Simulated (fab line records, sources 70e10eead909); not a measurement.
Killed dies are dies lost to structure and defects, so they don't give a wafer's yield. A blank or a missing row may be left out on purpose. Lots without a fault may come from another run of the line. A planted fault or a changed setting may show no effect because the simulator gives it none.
fab line records | flow nand_harc
record lots=12 wafers=36 last_day=32
route steps=1302 shown P_M2@335 P_BONDPAD@361 END@1302
lots that met no fault: from a run of the same line without faults
start_h: hours from the record's first day to the start of the lot's first wafer shown | wait_h: hours since the lot's step before | " the same as in the row above | L1.1+2: a row that stands for several wafers | - no value, or no start given | * or withheld: withheld | < > ~ a bound
route shown NAME@n: a module of which the file shows steps, and the number in the route of the first | usual: mean/standard deviation of fault-free wafers | same: alike in all rows | chamber/n: place in a boat | sites: the reading at each site | _std_site: their standard deviation | _edge_site: outer sites' mean less inner sites' | radius_mm: how far each site lies from the wafer's centre | mask NAME#n: copy n | behind: the tool/chamber that last shaped the wafer | hold: why the lot was held/for how many hours/how that ended | device: the transistor (n, p or np) that didn't switch | end of line: the same wafers' tests at the end of the route | a step without rows: its recipe alone | killed: dies lost to structure and defects at the first sort, not the wafer's yield | map: a wafer's dies, x killed, . not, _ none there
set.NAME: the setting as run; set.NAME@STEP: as run at that earlier step | model.NAME: the simulator's own value behind a step, which no gauge read
steps of the route over a sample of lots; a table a step, a row a wafer
services: from which hour (start_h, from the record's first day; less than 0 if before it) a tool's chamber was out of use, for how many hours, and why
## steps
# step NHARC_P_M2_STRIP_18
# recipe power_w=1000 n2_flow_sccm=150 h2_flow_sccm=150 ar_flow_sccm=0 bias_w=0 chemistry=N2/H2
# usual drypump_motor_current_A=5.8/0.48 oes_product_au=1.001/0.0077 rf_vpp_V=90.9/0.91 showerhead_plenum_p_Torr=2.07/0.079 throttle_valve_pct=14.171/0.0099
# columns lot.wafer tool chamber start_h wait_h drypump_motor_current_A oes_product_au rf_hours_counter_h rf_vpp_V showerhead_plenum_p_Torr throttle_valve_pct
L304.3 rie_diel-11 1 134.36 0.1 5.8 1.014 2.2 90.1 1.98 14.182
L304.1 " 3 " " 5.6 0.990 1.9 90.0 2.11 14.180
L304.5 " 1 " " 5.8 1.005 - 90.3 1.98 14.177
L305.4 rie_diel-11 3 139.24 0.1 5.6 0.994 2.2 92.6 2.10 14.164
L305.3 " 1 " " 5.8 0.993 2.4 91.2 1.98 14.171
L305.5 " 3 " " 5.6 1.000 - 89.9 2.10 14.179
L306.2 rie_diel-07 0 157.56 0.1 6.6 0.996 1.0 90.7 2.18 14.169
L306.3 " 1 " " 5.6 0.998 1.1 91.2 2.03 14.162
L306.6 " 0 " " 6.6 0.999 - 92.2 2.18 14.176
L309.2 rie_diel-11 0 188.97 0.1 5.1 1.001 3.8 91.2 2.10 14.173
L309.4 " 1 " " 5.7 1.006 4.7 89.8 1.98 14.173
L309.1 " 2 " " 6.6 1.008 4.6 91.1 1.98 14.170
L311.2 rie_diel-06 0 207.01 0.1 5.4 1.006 3.0 91.3 2.15 14.171
L311.1 " 1 " " 5.3 1.001 3.1 92.4 2.19 14.175
L311.5 " 0 " " 5.4 1.006 - 91.5 2.15 14.179
L312.4 rie_diel-07 1 213.48 0.1 5.6 1.009 3.4 89.9 2.03 14.173
L312.1 " 0 " " 6.7 0.999 3.4 91.4 2.18 14.173
L312.5 " 1 " " 5.6 1.005 - 91.3 2.03 14.187
L314.1 rie_diel-11 3 236.19 0.1 5.6 0.979 6.0 91.8 2.10 14.160
L314.3 " 1 " " 5.7 0.996 6.5 89.2 1.98 14.150
L314.5 " 0 " " 5.0 0.998 - 91.7 2.10 14.175
L317.3 rie_diel-07 3 272.00 0.1 5.5 1.015 5.7 90.2 2.11 14.181
L317.4 " 0 " " 6.6 1.013 5.5 90.4 2.18 14.166
L317.6 " 3 " " 5.5 1.010 - 90.2 2.11 14.164
L321.3 rie_diel-11 0 303.67 0.1 5.1 1.007 2.0 92.2 2.10 14.158
L321.1 " 1 " " 5.7 1.000 1.7 89.2 1.98 14.169
L321.4 " 2 " " 6.6 0.985 - 89.2 1.98 14.161
L323.2 rie_diel-07 2 315.26 0.1 5.7 1.009 0.8 91.6 1.98 14.170
L323.5 " 3 " " 5.5 1.009 - 91.7 2.11 14.150
L323.6 " 0 " " 6.6 1.005 - 90.8 2.18 14.164
L324.4 rie_diel-07 2 328.71 0.1 5.7 1.004 1.9 90.1 1.98 14.166
L324.3 " 1 " " 5.6 1.005 2.8 90.6 2.03 14.182
L324.6 " 3 " " 5.5 0.999 - 91.3 2.11 14.188
L325.2 rie_diel-06 0 334.03 0.1 5.4 0.997 0.6 90.7 2.15 14.185
L325.6 " 1 " " 5.2 1.001 - 91.6 2.19 14.173
L325.4 " 2 " " 6.1 0.993 - 90.7 2.03 14.164
# step NHARC_P_M2_PVD_21
# recipe target_thk_a=300 chamber_pressure_pa=5 power_w=5000 substrate_temp_c=30 time_s=20.49 material=Cu
# usual throttle_valve_pct=30.3/1.3
# columns lot.wafer tool chamber start_h wait_h throttle_valve_pct
L304.3 pvd_sputter-01 - - - 32.8
L304.1 " - " " 29.3
L304.5 " - " " 29.7
L305.3 pvd_sputter-03 - - - 30.8
L305.4 " - " " 28.1
L305.5 " - " " 29.7
L306.2 pvd_sputter-03 - - - 29.3
L306.3 " - " " 28.6
L306.6 " - " " 30.9
L309.4 pvd_sputter-02 - - - 29.5
L309.2 " - " " 31.5
L309.1 " - " " 31.4
L311.1 pvd_sputter-02 - - - 29.4
L311.2 " - " " 31.3
L311.5 " - " " 29.7
L312.4 pvd_sputter-01 - - - 29.4
L312.1 " - " " 30.8
L312.5 " - " " 32.7
L314.3 pvd_sputter-01 - - - 28.3
L314.1 " - " " 31.2
L314.5 " - " " 28.4
L317.4 pvd_sputter-01 - - - 28.5
L317.3 " - " " 31.6
L317.6 " - " " 28.2
L321.1 pvd_sputter-03 - - - 28.5
L321.4 " - " " 30.4
L321.3 " - " " 28.4
L323.2 pvd_sputter-03 - - - 28.7
L323.6 " - " " 28.3
L323.5 " - " " 29.0
L324.4 pvd_sputter-01 - - - 31.3
L324.3 " - " " 32.3
L324.6 " - " " 28.2
L325.2 pvd_sputter-01 - - - 31.3
L325.4 " - " " 28.6
L325.6 " - " " 31.0
# step NHARC_P_BONDPAD_EXPOSE_06
# recipe na=0.55 dose_mj=37.06 mask_id=P_BPAD
# usual exposure_dose_mJ_cm2=37.27/0.25
# columns lot.wafer tool chamber start_h wait_h mask exposure_dose_mJ_cm2
L304.1 krf_scanner-04 0 138.18 - P_BPAD#0 37.23
L304.3 " 0 " " P_BPAD#0 37.25
L304.5 " 0 " " P_BPAD#0 37.26
L305.3 krf_scanner-03 0 143.04 - P_BPAD#0 37.05
L305.4 " 0 " " P_BPAD#0 36.99
L305.5 " 0 " " P_BPAD#0 37.00
L306.2 krf_scanner-03 0 161.22 - P_BPAD#0 37.08
L306.3 " 0 " " P_BPAD#0 37.01
L306.6 " 0 " " P_BPAD#0 37.05
L309.1 krf_scanner-04 0 192.82 - P_BPAD#0 37.26
L309.2 " 0 " " P_BPAD#0 37.25
L309.4 " 0 " " P_BPAD#0 37.26
L311.1 krf_scanner-01 0 210.95 - P_BPAD#0 37.57
L311.2 " 0 " " P_BPAD#0 37.56
L311.5 " 0 " " P_BPAD#0 37.57
L312.1 krf_scanner-03 0 217.36 - P_BPAD#0 37.01
L312.4 " 0 " " P_BPAD#0 37.05
L312.5 " 0 " " P_BPAD#0 36.96
L314.1 krf_scanner-03 0 240.10 - P_BPAD#0 34.52
L314.3 " 0 " " P_BPAD#0 34.57
L314.5 " 0 " " P_BPAD#0 34.54
L317.3 krf_scanner-03 0 275.82 - P_BPAD#0 35.03
L317.4 " 0 " " P_BPAD#0 35.05
L317.6 " 0 " " P_BPAD#0 35.10
L321.1 krf_scanner-01 0 307.56 - P_BPAD#0 37.57
L321.3 " 0 " " P_BPAD#0 37.63
L321.4 " 0 " " P_BPAD#0 37.51
L323.2 krf_scanner-01 0 319.02 - P_BPAD#0 37.55
L323.5 " 0 " " P_BPAD#0 37.64
L323.6 " 0 " " P_BPAD#0 37.61
L324.3 krf_scanner-04 0 332.56 - P_BPAD#0 37.25
L324.4 " 0 " " P_BPAD#0 37.18
L324.6 " 0 " " P_BPAD#0 37.21
L325.2 krf_scanner-04 0 337.79 - P_BPAD#0 37.28
L325.4 " 0 " " P_BPAD#0 37.26
L325.6 " 0 " " P_BPAD#0 37.29
# step NHARC_P_BONDPAD_DESCUM_11
# recipe time_s=3 o2_flow_sccm=200 ar_flow_sccm=0 bias_power_w=0 chemistry=O2
# usual drypump_motor_current_A=6.00/0.27 oes_product_au=0.998/0.0062 rf_vpp_V=57.7/0.88 showerhead_plenum_p_Torr=1.92/0.1 throttle_valve_pct=11.311/0.0098
# columns lot.wafer tool chamber start_h wait_h drypump_motor_current_A oes_product_au rf_hours_counter_h rf_vpp_V showerhead_plenum_p_Torr throttle_valve_pct
L304.1 rie_diel-01 0 138.57 - 5.89 0.995 2.2 57.9 2.07 11.319
L304.3 " 1 " " 6.38 1.002 3.1 56.5 1.80 11.322
L304.5 " 3 " " 6.02 0.988 - 56.9 1.87 11.315
L305.4 rie_diel-01 0 143.39 - 5.93 0.995 2.4 59.5 2.07 11.290
L305.3 " 2 " " 5.97 0.993 3.3 57.2 1.96 11.296
L305.5 " 0 " " 5.91 1.006 - 59.0 2.07 11.320
L306.2 rie_diel-01 2 161.58 - 5.98 1.000 3.6 57.0 1.96 11.304
L306.3 " 3 " " 6.04 1.001 3.4 57.5 1.87 11.325
L306.6 " 2 " " 5.99 0.999 - 59.2 1.96 11.322
L309.2 rie_diel-01 1 193.19 - 6.38 1.007 4.1 57.6 1.80 11.310
L309.1 " 2 " " 6.03 0.991 4.4 57.6 1.96 11.311
L309.4 " 3 " " 6.03 0.999 4.2 59.6 1.87 11.311
L311.1 rie_diel-10 1 211.31 - 5.28 1.002 7.0 59.3 1.91 11.313
L311.2 " 2 " " 5.53 0.990 8.2 56.0 1.84 11.301
L311.5 " 2 " " 5.53 0.982 - 57.6 1.84 11.331
L312.4 rie_diel-12 2 217.73 - 6.18 0.993 6.3 57.6 1.98 11.313
L312.1 " 1 " " 6.20 1.000 7.2 57.9 1.86 11.325
L312.5 " 3 " " 6.06 0.993 - 57.5 1.78 11.320
L314.3 rie_diel-12 0 240.47 - 5.98 0.989 7.2 58.4 2.06 11.329
L314.1 " 3 " " 6.06 0.992 7.7 57.8 1.78 11.312
L314.5 " 1 " " 6.18 1.006 - 58.1 1.86 11.311
L317.3 rie_diel-01 1 276.18 - 6.37 1.001 1.9 57.3 1.80 11.316
L317.4 " 3 " " 6.08 0.999 2.1 57.9 1.87 11.317
L317.6 " 1 " " 6.37 0.997 - 57.0 1.80 11.308
L321.4 rie_diel-10 3 307.95 - 5.50 0.992 3.6 56.2 1.84 11.310
L321.1 " 0 " " 5.34 1.000 3.6 58.0 1.96 11.310
L321.3 " 1 " " 5.29 0.999 3.6 56.0 1.91 11.323
L323.2 rie_diel-01 1 319.40 - 6.38 1.004 3.5 57.2 1.80 11.315
L323.5 " 3 " " 6.05 0.996 - 56.8 1.87 11.299
L323.6 " 0 " " 5.91 0.998 - 59.0 2.07 11.302
L324.3 rie_diel-12 0 332.92 - 5.98 1.003 2.9 58.9 2.05 11.326
L324.4 " 2 " " 6.17 1.010 3.9 59.0 1.98 11.324
L324.6 " 3 " " 6.02 0.997 - 56.6 1.78 11.303
L325.2 rie_diel-10 0 338.15 - 5.37 1.002 5.8 56.4 1.96 11.303
L325.4 " 3 " " 5.46 0.995 5.8 56.8 1.83 11.310
L325.6 " 0 " " 5.35 0.988 - 58.2 1.96 11.291
# step NHARC_END_SORT_01
# recipe temp_c=25
# usual defect_limited_yield=91/3.4 killed_at_array=57/24 killed_at_other=0.7/0.94 killed_at_periphery=3.8/2.5 killed_dies=62/23 killed_open=3.1/1.8 killed_short=2.5/1.6
# same gross_dies=677
# columns lot.wafer tool chamber start_h wait_h defect_limited_yield[%] killed_at_array killed_at_other killed_at_periphery killed_dies killed_open killed_short
L314.1 prober-01 0 673.14 2.5 90 65 0 3 68 4 1
L314.3 prober-01 0 674.72 3.1 90 64 0 3 67 6 3
L314.5 prober-01 0 676.31 3.7 90 71 0 0 71 0 0
# killed by level:class
L314.1 A_CHANNEL_HOLE_D1:chamber_film_flake=34 A_CHANNEL_HOLE_D2:chamber_film_flake=20 A_CONTACT:chamber_film_flake=5 A_ONON_D2:geometric_particle:open=2 P_GATE:geometric_particle:open=1 A_CHANNEL_FILL_D2:geometric_particle:short=1 A_WL_FILL:geometric_particle:open=1 P_STI:chamber_film_flake=1
L314.3 A_CHANNEL_HOLE_D1:chamber_film_flake=33 A_CHANNEL_HOLE_D2:chamber_film_flake=14 A_CONTACT:chamber_film_flake=4 A_ONON_D1:geometric_particle:open=2 A_ONON_D2:geometric_particle:short=2 P_GATE:chamber_film_flake=2 A_CHANNEL_FILL_D2:chamber_film_flake=2 P_CONTACT:geometric_particle:open=1
L314.5 A_CHANNEL_HOLE_D1:chamber_film_flake=35 A_CHANNEL_HOLE_D2:chamber_film_flake=23 A_SLIT:chamber_film_flake=4 A_CONTACT:chamber_film_flake=4 A_STAIRCASE:chamber_film_flake=3 A_ZERO_WELL:chamber_film_flake=2
## services
# columns tool chamber start_h hours kind
rie_diel-07 - 117.20 9.0 pm
rie_diel-07 3 139.19 1.3 repair
krf_scanner-04 - 140.78 1.2 repair
rie_diel-01 1 153.58 5.4 repair
pvd_sputter-03 - 170.00 10.0 pm
pvd_sputter-01 - 177.38 0.7 repair
krf_scanner-04 - 182.00 4.0 pm
rie_diel-01 - 198.60 1.7 repair
rie_diel-01 - 203.95 9.0 pm
pvd_sputter-01 - 220.11 1.6 repair
krf_scanner-03 - 224.00 4.0 pm
pvd_sputter-01 - 226.28 10.0 pm
krf_scanner-04 - 241.13 11.6 repair
pvd_sputter-01 - 243.07 6.7 repair
pvd_sputter-03 - 253.72 1.8 repair
rie_diel-11 - 255.50 9.0 pm
rie_diel-01 1 262.97 2.7 repair
krf_scanner-03 - 277.14 0.3 repair
rie_diel-07 - 294.20 9.0 pm
rie_diel-11 3 300.40 63.1 repair
rie_diel-07 1 305.46 2.6 repair
pvd_sputter-01 - 314.06 4.6 repair
rie_diel-11 - 325.91 0.8 repair
rie_diel-11 0 331.02 4.8 repair
## key
first_sign step=NHARC_P_BONDPAD_EXPOSE_06 reading=exposure_dose_mJ_cm2 direction=down sigmas=9.7 usual=37.27 struck=34.80
effect none on later readings
met_at NHARC_P_BONDPAD_EXPOSE_06
struck_lots L314,L317
loop_trim step=NHARC_P_BONDPAD_EXPOSE_06 setting=dose lots=L317
not_acting_at NHARC_P_M2_STRIP_18,NHARC_P_M2_PVD_21,NHARC_P_BONDPAD_DESCUM_11
onset_between 217.36 240.10
fault kind=process_parameter_drift tool=krf_scanner-03 chamber=- onset_h=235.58 steps=NHARC_P_BONDPAD_EXPOSE_06 channel=dose_mj offset=-2.4674 shape=step acts_in=these_recipes_only stated=37.06
# loop_trim: a control loop set the setting to another value than it would have without faults
